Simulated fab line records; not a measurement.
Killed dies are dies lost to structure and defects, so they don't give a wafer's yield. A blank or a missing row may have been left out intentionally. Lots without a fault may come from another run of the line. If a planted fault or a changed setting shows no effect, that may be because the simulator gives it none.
Which tool was responsible? | flow n5-finfet | 24 lots with 72 wafers sampled at 6 steps, on a route of 1938 steps

WHAT THE GAUGES SHOWED, per wafer
N5_BEOL_M12_OVL_MEAS_11. Usual: V11_OVL typically reads 0 nm, with standard deviation 4.9.
lot  | measured     | on         | V11_OVL (nm) | flag
L076 | day 12 11:37 | overlay-02 | 1 4 -1       |
L075 | day 12 16:11 | overlay-02 | 0 1 2        |
L074 | day 12 16:38 | overlay-01 | 7 0 -7       |
L077 | day 12 20:41 | overlay-01 | 5 3 0        |
L078 | day 13 04:24 | overlay-02 | 6 -4 0       |
L081 | day 13 17:31 | overlay-02 | 5 5 5        |
L079 | day 13 17:55 | overlay-01 | 8 2 1        |
L080 | day 13 18:59 | overlay-01 | 4 0 2        |
L085 | day 14 05:59 | overlay-01 | -5 0 -8      |
L082 | day 14 08:29 | overlay-02 | -7 -9 -7     |
L083 | day 14 14:09 | overlay-01 | 1 -4 6       |
L084 | day 15 00:47 | overlay-02 | -10 -5 -5    |
L087 | day 15 06:17 | overlay-02 | 1 0 0        |
L089 | day 15 09:19 | overlay-02 | 6 -4 4       |
L086 | day 15 09:38 | overlay-02 | 0 -1 -4      |
L090 | day 16 04:27 | overlay-01 | 11 2 8       |
L088 | day 16 05:01 | overlay-01 | -1 -2 -1     |
L092 | day 17 00:58 | overlay-01 | -4 -7 1      |
L091 | day 17 01:08 | overlay-02 | 6 6 -3       |
L095 | day 17 07:29 | overlay-01 | 1 3 12       |
L094 | day 17 07:46 | overlay-02 | 3 3 4        |
L096 | day 17 08:25 | overlay-02 | -1 0 0       |
L093 | day 17 09:17 | overlay-01 | -4 -4 -2     |
L097 | day 18 01:19 | overlay-01 | -1 8 2       |

N5_BEOL_M12_OVL_MEAS_29. Usual: M12_OVL typically reads 0 nm, with standard deviation 5.
lot  | measured     | on         | M12_OVL (nm) | flag
L076 | day 12 14:22 | overlay-01 | -4 0 -2      |
L075 | day 12 17:26 | overlay-02 | 3 1 1        |
L074 | day 12 17:44 | overlay-02 | 4 2 -4       |
L077 | day 12 21:43 | overlay-01 | 0 -1 0       |
L078 | day 13 05:54 | overlay-01 | 2 -2 -1      |
L081 | day 13 18:35 | overlay-02 | 0 3 2        |
L079 | day 13 18:56 | overlay-02 | -4 -4 1      |
L080 | day 13 20:34 | overlay-01 | 4 2 2        |
L085 | day 14 06:55 | overlay-01 | -4 5 0       |
L082 | day 14 09:28 | overlay-02 | -2 3 -2      |
L083 | day 14 15:55 | overlay-01 | -3 -13 0     |
L084 | day 15 01:49 | overlay-02 | -2 0 -5      |
L087 | day 15 07:19 | overlay-02 | 5 -2 2       |
L089 | day 15 10:14 | overlay-01 | 8 4 0        |
L086 | day 15 10:37 | overlay-02 | 6 6 2        |
L090 | day 16 05:22 | overlay-02 | -3 -9 -12    |
L088 | day 16 05:56 | overlay-01 | -5 1 -7      |
L092 | day 17 01:53 | overlay-01 | -10 -11 -1   |
L091 | day 17 02:02 | overlay-02 | -3 -1 -8     |
L095 | day 17 08:48 | overlay-02 | -1 4 8       |
L094 | day 17 08:58 | overlay-02 | 7 3 -1       |
L096 | day 17 09:20 | overlay-02 | -5 -2 -9     |
L093 | day 17 10:28 | overlay-01 | -4 -11 -6    |
L097 | day 18 02:21 | overlay-01 | 1 8 2        |

WHICH TOOL RAN EACH LOT (tool, then ch and the chambers of the sampled wafers, then the start)
lot  | N5_BEOL_M11_STRIP_77                          | N5_BEOL_M11_SURFACE_TREAT_76 | N5_BEOL_M12_STRIP_63                 | N5_BEOL_M12_STRIP_64
L076 | rie-diel-04 ch 0,1, day 12 09:35 or earlier   | pvd-sputter-01, day 12 09:35 | plasma-asher-01 ch 0,1, day 12 13:20 | plasma-asher-01 ch 0,1, day 12 13:24
L075 | rie-diel-02 ch 0,1,2, day 12 14:33 or earlier | pvd-sputter-01, day 12 14:33 | plasma-asher-01 ch 0,1, day 12 16:53 | plasma-asher-01 ch 0,1, day 12 16:56
L074 | rie-diel-04 ch 1,2, day 12 14:52 or earlier   | pvd-sputter-02, day 12 14:52 | plasma-asher-01 ch 0,1, day 12 17:00 | plasma-asher-01 ch 0,1, day 12 17:04
L077 | rie-diel-06 ch 0,1, day 12 18:48 or earlier   | pvd-sputter-03, day 12 18:48 | plasma-asher-01 ch 0,1, day 12 21:01 | plasma-asher-01 ch 0,1, day 12 21:05
L078 | rie-diel-06 ch 1,2,3, day 13 02:32 or earlier | pvd-sputter-01, day 13 02:32 | plasma-asher-02 ch 0,1, day 13 05:13 | plasma-asher-02 ch 0,1, day 13 05:16
L081 | rie-diel-02 ch 2,3, day 13 15:20 or earlier   | pvd-sputter-03, day 13 15:20 | plasma-asher-01 ch 0,1, day 13 17:52 | plasma-asher-01 ch 0,1, day 13 17:55
L079 | rie-diel-06 ch 0,2,3, day 13 15:31 or earlier | pvd-sputter-01, day 13 15:31 | plasma-asher-02 ch 0,1, day 13 18:15 | plasma-asher-02 ch 0,1, day 13 18:19
L080 | rie-diel-04 ch 0,1, day 13 15:48 or earlier   | pvd-sputter-03, day 13 15:48 | plasma-asher-01 ch 0,1, day 13 19:53 | plasma-asher-01 ch 0,1, day 13 19:57
L085 | rie-diel-02 ch 0,1,3, day 14 04:12 or earlier | pvd-sputter-03, day 14 04:12 | plasma-asher-01 ch 0,1, day 14 06:22 | plasma-asher-01 ch 0,1, day 14 06:25
L082 | rie-diel-04 ch 0,2,3, day 14 05:08 or earlier | pvd-sputter-03, day 14 05:08 | plasma-asher-02 ch 0,1, day 14 08:52 | plasma-asher-02 ch 0,1, day 14 08:56
L083 | rie-diel-02 ch 0,1,2, day 14 12:01 or earlier | pvd-sputter-02, day 14 12:01 | plasma-asher-02 ch 0,1, day 14 15:14 | plasma-asher-02 ch 0,1, day 14 15:18
L084 | rie-diel-02 ch 1,2, day 14 22:50 or earlier   | pvd-sputter-03, day 14 22:50 | plasma-asher-02 ch 0,1, day 15 01:08 | plasma-asher-02 ch 0,1, day 15 01:12
L087 | rie-diel-06 ch 0,3, day 15 04:06 or earlier   | pvd-sputter-02, day 15 04:06 | plasma-asher-01 ch 0,1, day 15 06:39 | plasma-asher-01 ch 0,1, day 15 06:43
L089 | rie-diel-02 ch 0,1,3, day 15 07:23 or earlier | pvd-sputter-01, day 15 07:23 | plasma-asher-01 ch 0,1, day 15 09:40 | plasma-asher-01 ch 0,1, day 15 09:44
L086 | rie-diel-04 ch 0,2,3, day 15 07:38 or earlier | pvd-sputter-02, day 15 07:38 | plasma-asher-01 ch 0,1, day 15 10:02 | plasma-asher-01 ch 0,1, day 15 10:06
L090 | rie-diel-02 ch 0,1,3, day 16 02:41 or earlier | pvd-sputter-02, day 16 02:41 | plasma-asher-02 ch 0,1, day 16 04:47 | plasma-asher-02 ch 0,1, day 16 04:51
L088 | rie-diel-06 ch 0,1, day 16 02:49 or earlier   | pvd-sputter-02, day 16 02:49 | plasma-asher-01 ch 0,1, day 16 05:22 | plasma-asher-01 ch 0,1, day 16 05:26
L092 | rie-diel-02 ch 0,1,2, day 16 23:05 or earlier | pvd-sputter-03, day 16 23:05 | plasma-asher-02 ch 0,1, day 17 01:19 | plasma-asher-02 ch 0,1, day 17 01:23
L091 | rie-diel-06 ch 2,3, day 16 23:20 or earlier   | pvd-sputter-03, day 16 23:20 | plasma-asher-01 ch 0,1, day 17 01:29 | plasma-asher-01 ch 0,1, day 17 01:32
L095 | rie-diel-06 ch 0,3, day 17 05:19 or earlier   | pvd-sputter-02, day 17 05:19 | plasma-asher-01 ch 0,1, day 17 08:07 | plasma-asher-01 ch 0,1, day 17 08:10
L094 | rie-diel-04 ch 0,1, day 17 05:41 or earlier   | pvd-sputter-01, day 17 05:41 | plasma-asher-02 ch 0,1, day 17 08:10 | plasma-asher-02 ch 0,1, day 17 08:14
L096 | rie-diel-02 ch 0,1,3, day 17 06:16 or earlier | pvd-sputter-01, day 17 06:16 | plasma-asher-02 ch 0,1, day 17 08:46 | plasma-asher-02 ch 0,1, day 17 08:50
L093 | rie-diel-02 ch 0,1,2, day 17 07:35 or earlier | pvd-sputter-01, day 17 07:35 | plasma-asher-01 ch 0,1, day 17 09:54 | plasma-asher-01 ch 0,1, day 17 09:58
L097 | rie-diel-04 ch 0,1, day 17 23:05 or earlier   | pvd-sputter-03, day 17 23:05 | plasma-asher-02 ch 0,1, day 18 01:40 | plasma-asher-02 ch 0,1, day 18 01:43
- N5_BEOL_M11_STRIP_77: strips in N2/H2, time 10 s.
- N5_BEOL_M11_SURFACE_TREAT_76
- N5_BEOL_M12_STRIP_63: strips in N2/H2.
- N5_BEOL_M12_STRIP_64: strips in N2/H2.

WHAT THE TOOLS THEMSELVES READ (means of the sampled wafers that have a number; where no wafer has one, the mark that the record gives instead)
N5_BEOL_M11_STRIP_77. Usual: bias-power-w 7.001 W, standard deviation 0.022; drypump-motor-current-A 5.9 A, standard deviation 0.61; h2-flow-sccm 200.0 sccm, standard deviation 0.6; oes-product-au 0.77 a.u., standard deviation 0.065; rf-vpp-V 58.9 V, standard deviation 0.82; showerhead-plenum-p-Torr 2.52 Torr, standard deviation 0.08; throttle-valve-pct 23.71 %, standard deviation 0.28.
lot  | tool        | bias-power-w (W) | drypump-motor-current-A (A) | h2-flow-sccm (sccm) | oes-product-au (a.u.) | rf-vpp-V (V) | showerhead-plenum-p-Torr (Torr) | throttle-valve-pct (%) | flag
L076 | rie-diel-04 | 7.002            | 5.4                         | 199.6               | 0.85                  | 58.8         | 2.53                            | 23.59                  |
L075 | rie-diel-02 | 6.970            | 6.1                         | 200.0               | 0.78                  | 58.2         | 2.56                            | 23.55                  |
L074 | rie-diel-04 | 6.991            | 5.1                         | 200.0               | 0.78                  | 58.7         | 2.50                            | 23.51                  |
L077 | rie-diel-06 | 6.997            | 6.3                         | 199.6               | 0.81                  | 58.9         | 2.60                            | 23.82                  |
L078 | rie-diel-06 | 7.008            | 5.5                         | 199.8               | 0.72                  | 59.4         | 2.53                            | 23.86                  |
L081 | rie-diel-02 | 6.993            | 6.7                         | 199.1               | 0.77                  | 59.0         | 2.46                            | 24.12                  |
L079 | rie-diel-06 | 7.034            | 5.7                         | 200.3               | 0.77                  | 58.6         | 2.51                            | 23.72                  |
L080 | rie-diel-04 | 6.994            | 5.7                         | 200.1               | 0.85                  | 59.2         | 2.49                            | 23.57                  |
L085 | rie-diel-02 | 7.011            | 6.2                         | 200.1               | 0.76                  | 59.0         | 2.56                            | 23.83                  |
L082 | rie-diel-04 | 6.990            | 5.6                         | 199.9               | 0.76                  | 58.7         | 2.42                            | 23.52                  |
L083 | rie-diel-02 | 7.007            | 6.1                         | 199.8               | 0.76                  | 59.8         | 2.55                            | 23.58                  |
L084 | rie-diel-02 | 7.008            | 6.4                         | 200.3               | 0.72                  | 58.9         | 2.58                            | 23.52                  |
L087 | rie-diel-06 | 6.981            | 5.4                         | 200.0               | 0.75                  | 59.0         | 2.54                            | 23.74                  |
L089 | rie-diel-02 | 6.997            | 6.2                         | 199.5               | 0.75                  | 59.1         | 2.55                            | 23.83                  |
L086 | rie-diel-04 | 6.988            | 5.6                         | 200.0               | 0.75                  | 58.1         | 2.42                            | 23.52                  |
L090 | rie-diel-02 | 7.006            | 6.2                         | 200.4               | 0.76                  | 58.8         | 2.55                            | 23.83                  |
L088 | rie-diel-06 | 6.996            | 6.2                         | 200.6               | 0.73                  | 59.3         | 2.60                            | 23.99                  |
L092 | rie-diel-02 | 7.009            | 6.1                         | 199.9               | 0.75                  | 58.6         | 2.54                            | 23.60                  |
L091 | rie-diel-06 | 6.983            | 5.5                         | 200.1               | 0.71                  | 59.4         | 2.45                            | 23.79                  |
L095 | rie-diel-06 | 7.028            | 6.0                         | 200.2               | 0.77                  | 58.6         | 2.55                            | 23.73                  |
L094 | rie-diel-04 | 6.998            | 5.7                         | 200.0               | 0.82                  | 59.0         | 2.48                            | 23.61                  |
L096 | rie-diel-02 | 6.995            | 6.2                         | 199.9               | 0.75                  | 59.1         | 2.55                            | 23.84                  |
L093 | rie-diel-02 | 7.000            | 6.1                         | 200.0               | 0.75                  | 59.1         | 2.54                            | 23.60                  |
L097 | rie-diel-04 | 7.004            | 5.4                         | 200.2               | 0.80                  | 58.0         | 2.51                            | 23.64                  |

N5_BEOL_M12_STRIP_63. Usual: drypump-motor-current-A 6.08 A, standard deviation 0.13; h2-flow-sccm 3249 sccm, standard deviation 10; heater-power-w 319 W, standard deviation 32; oes-product-au 0.692 a.u., standard deviation 0.0047; strip-time-to-endpoint-s 42.4 s, standard deviation 0.82.
lot  | tool            | drypump-motor-current-A (A) | h2-flow-sccm (sccm) | heater-power-w (W) | oes-product-au (a.u.) | strip-time-to-endpoint-s (s) | flag
L076 | plasma-asher-01 | 6.13                        | 3233                | 312                | 0.692                 | 42.4                         |
L075 | plasma-asher-01 | 6.17                        | 3251                | 310                | 0.695                 | 42.6                         |
L074 | plasma-asher-01 | 6.13                        | 3254                | 312                | 0.695                 | 42.0                         |
L077 | plasma-asher-01 | 6.17                        | 3251                | 306                | 0.695                 | 42.2                         |
L078 | plasma-asher-02 | 6.05                        | 3248                | 306                | 0.695                 | 42.1                         |
L081 | plasma-asher-01 | 6.14                        | 3258                | 312                | 0.694                 | 42.2                         |
L079 | plasma-asher-02 | 6.03                        | 3239                | 307                | 0.691                 | 42.1                         |
L080 | plasma-asher-01 | 6.15                        | 3261                | 308                | 0.694                 | 42.4                         |
L085 | plasma-asher-01 | 6.14                        | 3252                | 311                | 0.690                 | 41.9                         |
L082 | plasma-asher-02 | 6.03                        | 3256                | 309                | 0.688                 | 41.5                         |
L083 | plasma-asher-02 | 6.03                        | 3240                | 308                | 0.694                 | 43.0                         |
L084 | plasma-asher-02 | 6.10                        | 3249                | 320                | 0.690                 | 42.6                         |
L087 | plasma-asher-01 | 6.01                        | 3249                | 329                | 0.694                 | 43.0                         |
L089 | plasma-asher-01 | 6.04                        | 3253                | 328                | 0.694                 | 42.4                         |
L086 | plasma-asher-01 | 6.02                        | 3253                | 334                | 0.687                 | 42.4                         |
L090 | plasma-asher-02 | 6.06                        | 3247                | 307                | 0.692                 | 40.7                         |
L088 | plasma-asher-01 | 6.02                        | 3252                | 338                | 0.696                 | 42.8                         |
L092 | plasma-asher-02 | 6.05                        | 3241                | 311                | 0.697                 | 43.1                         |
L091 | plasma-asher-01 | 6.07                        | 3244                | 335                | 0.691                 | 42.2                         |
L095 | plasma-asher-01 | 6.15                        | 3234                | 313                | 0.694                 | 41.9                         |
L094 | plasma-asher-02 | 6.08                        | 3254                | 304                | 0.694                 | 43.2                         |
L096 | plasma-asher-02 | 6.04                        | 3249                | 303                | 0.692                 | 41.8                         |
L093 | plasma-asher-01 | 6.14                        | 3249                | 311                | 0.691                 | 42.0                         |
L097 | plasma-asher-02 | 6.09                        | 3248                | 327                | 0.695                 | 42.9                         |

N5_BEOL_M12_STRIP_64. Usual: drypump-motor-current-A 6.08 A, standard deviation 0.13; h2-flow-sccm 3250 sccm, standard deviation 9; heater-power-w 318 W, standard deviation 33; oes-product-au 0.715 a.u., standard deviation 0.0048; strip-time-to-endpoint-s 31.32 s, standard deviation 0.071.
lot  | tool            | drypump-motor-current-A (A) | h2-flow-sccm (sccm) | heater-power-w (W) | oes-product-au (a.u.) | strip-time-to-endpoint-s (s) | flag
L076 | plasma-asher-01 | 6.12                        | 3240                | 308                | 0.716                 | 31.26                        |
L075 | plasma-asher-01 | 6.17                        | 3254                | 313                | 0.713                 | 31.27                        |
L074 | plasma-asher-01 | 6.12                        | 3255                | 312                | 0.715                 | 31.34                        |
L077 | plasma-asher-01 | 6.14                        | 3252                | 311                | 0.714                 | 31.20                        |
L078 | plasma-asher-02 | 6.06                        | 3249                | 302                | 0.711                 | 31.26                        |
L081 | plasma-asher-01 | 6.14                        | 3254                | 307                | 0.712                 | 31.26                        |
L079 | plasma-asher-02 | 6.08                        | 3247                | 301                | 0.717                 | 31.41                        |
L080 | plasma-asher-01 | 6.15                        | 3251                | 312                | 0.712                 | 31.43                        |
L085 | plasma-asher-01 | 6.15                        | 3256                | 310                | 0.711                 | 31.29                        |
L082 | plasma-asher-02 | 6.03                        | 3247                | 307                | 0.712                 | 31.36                        |
L083 | plasma-asher-02 | 6.05                        | 3238                | 305                | 0.711                 | 31.39                        |
L084 | plasma-asher-02 | 6.11                        | 3252                | 320                | 0.719                 | 31.31                        |
L087 | plasma-asher-01 | 6.03                        | 3251                | 331                | 0.710                 | 31.36                        |
L089 | plasma-asher-01 | 6.04                        | 3240                | 328                | 0.720                 | 31.35                        |
L086 | plasma-asher-01 | 6.03                        | 3248                | 332                | 0.722                 | 31.31                        |
L090 | plasma-asher-02 | 6.04                        | 3243                | 302                | 0.718                 | 31.30                        |
L088 | plasma-asher-01 | 6.04                        | 3253                | 331                | 0.714                 | 31.23                        |
L092 | plasma-asher-02 | 6.06                        | 3246                | 305                | 0.716                 | 31.26                        |
L091 | plasma-asher-01 | 6.06                        | 3254                | 331                | 0.710                 | 31.20                        |
L095 | plasma-asher-01 | 6.14                        | 3249                | 308                | 0.716                 | 31.40                        |
L094 | plasma-asher-02 | 6.02                        | 3246                | 306                | 0.715                 | 31.30                        |
L096 | plasma-asher-02 | 6.05                        | 3249                | 304                | 0.715                 | 31.32                        |
L093 | plasma-asher-01 | 6.15                        | 3256                | 309                | 0.717                 | 31.39                        |
L097 | plasma-asher-02 | 6.10                        | 3242                | 318                | 0.715                 | 31.38                        |

THE ANSWER, worked out from the rows above alone
Rule: lot off if the mean of its wafers having a number is beyond 3 standard deviations from the usual mean. A lot without any number at a reading at which 4 lots or more have one is off too. All remaining lots with rows at the step are treated as sound. First the gauges in route order, then the tools' own readings, where a lot's mean is used as printed above. At the first step where some lot is off, the reading lying furthest off is the one used; lots without a number count as furthest.
Nothing can be told from this: no lot is off at any reading shown.

WHAT WAS PUT IN BY THE SIMULATOR
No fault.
